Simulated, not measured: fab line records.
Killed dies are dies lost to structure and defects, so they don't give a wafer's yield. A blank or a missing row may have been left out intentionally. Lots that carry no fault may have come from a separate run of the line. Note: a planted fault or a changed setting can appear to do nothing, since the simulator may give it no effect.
Chamber matching / flow nand-harc / 4 sister chambers for NHARC_A_DECK1_JOINT_CMP_13 on cmp-01
The step polishes, target thk 51.023 nm. 4 wafers are shown with their chamber, then 8 later ones without.

WAFERS PAIRED WITH THEIR CHAMBERS
wafer=L087.2; chamber=3; motor-current-A (A)=10.8
wafer=L087.6; chamber=0; motor-current-A (A)=13.1
wafer=L088.5; chamber=2; motor-current-A (A)=12.5
wafer=L090.1; chamber=1; motor-current-A (A)=12.9

WAFERS WITHOUT THEIR CHAMBER
wafer=L090.2; motor-current-A (A)=12.4
wafer=L090.6; motor-current-A (A)=12.8
wafer=L094.1; motor-current-A (A)=12.4
wafer=L094.3; motor-current-A (A)=12.2
wafer=L094.4; motor-current-A (A)=12.5
wafer=L096.2; motor-current-A (A)=12.5
wafer=L096.5; motor-current-A (A)=12.3
wafer=L096.6; motor-current-A (A)=12.3

CHAMBER TAKEN BY EACH
wafer=L090.2; from the rows above=2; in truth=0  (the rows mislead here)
wafer=L090.6; from the rows above=can't be placed: 1 or 0 or 2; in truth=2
wafer=L094.1; from the rows above=2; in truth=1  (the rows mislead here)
wafer=L094.3; from the rows above=2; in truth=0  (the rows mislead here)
wafer=L094.4; from the rows above=2; in truth=2
wafer=L096.2; from the rows above=2; in truth=2
wafer=L096.5; from the rows above=2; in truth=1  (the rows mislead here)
wafer=L096.6; from the rows above=2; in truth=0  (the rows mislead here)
Correctly placed: 2 of 8. Cannot be placed on the basis of these rows: 1; the candidates contain the true chamber in 1. 5 placed wrongly.
How it was worked out, from the rows above alone: a wafer's distance from a chamber is the root of the sum, over the readings, of the square of ((its reading less the chamber's mean) divided by the reading's scatter). If the next closest chamber is less than 2 further off than the closest, the wafer can't be placed; otherwise it belongs to the closest. The mean given for a chamber averages the wafers shown for that chamber. The scatter (one wafer shown for each chamber): square how far every hidden wafer sits from the nearest shown wafer, average those squares and take the square root.
